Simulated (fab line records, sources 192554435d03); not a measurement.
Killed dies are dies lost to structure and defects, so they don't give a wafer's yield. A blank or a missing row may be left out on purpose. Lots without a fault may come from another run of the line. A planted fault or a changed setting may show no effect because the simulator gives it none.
Problem report in the 8D (eight disciplines) form, filled by code | flow n5_finfet | the parts of the form that need people (team, actions taken, sign-off) are left out

1. THE PROBLEM
spin_speed_rpm at N5_BEOL_M0_SAQP_COAT_72 reads a mean of 1440.3 rpm on 6 wafers of 2 lots; wafers without a fault read 1500.0 rpm with a standard deviation of 1. That is -60 standard deviations from the usual mean.
The step: time 60 s, resist thk 15 nm.
First seen on wafer L176.2, day 8 09:10, on litho_track-05. The record holds 11 wafers of 4 lots with a number at this step. Rule for "out", or "out of limits": more than 4 standard deviations from the usual mean. The other wafers with a number count as sound.

2. WHAT IT IS AND WHAT IT IS NOT
question                    | is                     | is not
which readings at this step | spin_speed_rpm         | heater_power_total_W
which lots                  | L176, L179             | L169, L181
which wafers of those lots  | all that have a number | -
read on which tools         | litho_track-05         | litho_track-02
when                        | from day 8 09:10       | up to then (3 sound wafers); but 2 sound wafers of L181 came after

3. SUSPECTS, AND WHAT RULES EACH OUT
Counting: a tool at a process step up to the reading stays a suspect if it ran every lot that is out and no sound lot after the first of them.
- litho_track-05 at N5_BEOL_M0_SAQP_COAT_72 (time 60 s, resist thk 15 nm): kept. It ran every lot that is out, first L176 (day 8 09:10), and no sound lot after that; its last sound lot up to then is L169 (day 6 22:29). Its own readings are out on those wafers: spin_speed_rpm.
Left after counting: litho_track-05 at N5_BEOL_M0_SAQP_COAT_72.

4. THE CAUSE (what the simulator had put in)
Process parameter drift: litho_track-05, from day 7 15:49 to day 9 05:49, at N5_BEOL_M0_SAQP_COAT_72. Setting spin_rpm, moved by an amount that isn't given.
Counting left only this tool.

5. THE CHAIN OF EFFECTS, in route order
Each row: a reading whose mean over the struck wafers that have a number lies more than 3 standard deviations from the usual. Only readings for which the record gives a usual standard deviation are gone through. hours: the time from each lot's start at the first step in this table that gives one to its start at this step, as a median over the lots. sigmas: the change in usual standard deviations.
hours | step                    | reading        | usual      | on struck wafers | change | sigmas
0     | N5_BEOL_M0_SAQP_COAT_72 | spin_speed_rpm | 1500.0 rpm | 1440.3           | -59.7  | -60
The process steps in it:
- N5_BEOL_M0_SAQP_COAT_72: time 60 s, resist thk 15 nm.
Later measuring or inspecting steps at which every struck wafer that the step has a row for has a number for every such reading, and none has moved that far: N5_BEOL_M4_RC_MEAS_101.

6. WHAT WOULD HAVE CAUGHT IT SOONER
In this record the first reading out of limits was taken at day 8 09:10, 17 hours after the fault began at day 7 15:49.
